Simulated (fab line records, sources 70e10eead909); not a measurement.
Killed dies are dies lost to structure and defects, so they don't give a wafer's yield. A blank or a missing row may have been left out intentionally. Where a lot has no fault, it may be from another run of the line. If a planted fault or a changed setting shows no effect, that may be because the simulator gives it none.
Which tool did it? / flow nand-harc / 24 lots (72 wafers sampled), 1 step of a 1302-step route

== WHAT THE GAUGES SHOWED, per wafer ==
NHARC_P_M0_CD_MEAS_16. Usual: cd-nm 89.7 nm, standard deviation 0.82.
lot=L074; measured=day 6 00:58; on=cd-sem-01; cd-nm (nm)=88.8 90.1 88.9; flag=
lot=L075; measured=day 6 15:47; on=cd-sem-03; cd-nm (nm)=89.0 90.0 90.3; flag=
lot=L076; measured=day 6 20:17; on=cd-sem-02; cd-nm (nm)=90.8 91.5 90.6; flag=
lot=L077; measured=day 7 09:19; on=cd-sem-01; cd-nm (nm)=90.1 89.1 88.1; flag=
lot=L078; measured=day 7 12:28; on=cd-sem-02; cd-nm (nm)=90.2 88.4 89.8; flag=
lot=L079; measured=day 8 01:35; on=cd-sem-01; cd-nm (nm)=89.0 90.1 89.4; flag=
lot=L080; measured=day 8 14:41; on=cd-sem-02; cd-nm (nm)=90.1 89.9 88.8; flag=
lot=L081; measured=day 9 03:25; on=cd-sem-01; cd-nm (nm)=88.9 90.2 90.4; flag=
lot=L082; measured=day 9 12:04; on=cd-sem-03; cd-nm (nm)=91.4 90.6 90.6; flag=
lot=L083; measured=day 9 15:16; on=cd-sem-02; cd-nm (nm)=87.7 89.2 90.0; flag=
lot=L084; measured=day 10 13:31; on=cd-sem-03; cd-nm (nm)=88.8 88.3 88.3; flag=
lot=L085; measured=day 10 16:34; on=cd-sem-01; cd-nm (nm)=89.0 90.0 89.4; flag=
lot=L086; measured=day 10 23:10; on=cd-sem-02; cd-nm (nm)=90.4 89.7 89.5; flag=
lot=L087; measured=day 11 14:55; on=cd-sem-03; cd-nm (nm)=92.3 89.3 90.1; flag=
lot=L088; measured=day 12 05:11; on=cd-sem-03; cd-nm (nm)=89.3 90.3 89.3; flag=
lot=L089; measured=day 12 05:46; on=cd-sem-03; cd-nm (nm)=89.2 88.0 89.9; flag=
lot=L090; measured=day 13 00:09; on=cd-sem-01; cd-nm (nm)=90.3 90.2 89.2; flag=
lot=L091; measured=day 13 04:23; on=cd-sem-02; cd-nm (nm)=89.4 89.4 88.9; flag=
lot=L092; measured=day 13 23:58; on=cd-sem-03; cd-nm (nm)=90.0 89.7 89.4; flag=
lot=L093; measured=day 14 04:47; on=cd-sem-01; cd-nm (nm)=90.5 89.0 89.1; flag=
lot=L094; measured=day 14 10:05; on=cd-sem-01; cd-nm (nm)=89.7 89.5 89.3; flag=
lot=L095; measured=day 14 14:58; on=cd-sem-02; cd-nm (nm)=89.5 89.3 89.5; flag=
lot=L096; measured=day 15 05:26; on=cd-sem-01; cd-nm (nm)=89.8 90.3 89.8; flag=
lot=L097; measured=day 15 16:46; on=cd-sem-03; cd-nm (nm)=89.3 90.0 88.5; flag=

== WHICH TOOL RAN EACH LOT (tool, then ch and the chambers of the sampled wafers, then the start) ==
No process step before these readings appears in the record.

== WHAT THE TOOLS THEMSELVES READ (means of the sampled wafers that have a number; where no wafer has one, the mark that the record gives instead) ==
The record holds no such reading with a usual standard deviation.

== THE ANSWER, worked out from the rows above alone ==
Rule: take the mean of a lot's wafers that have a number; if it is more than 3 standard deviations from the usual mean, the lot is off. A lot without any number at a reading at which 4 lots or more have one is off too. The other lots that the step has rows for count as sound. After the gauges, taken in route order, come the tools' own readings; for these a lot's mean is taken, as printed above. The first step at which some lot is off is used, and at that step the reading that is off furthest; a lot without a number counts as furthest.
Nothing can be told from this: no lot is off at any reading shown.

== WHAT WAS PUT IN BY THE SIMULATOR ==
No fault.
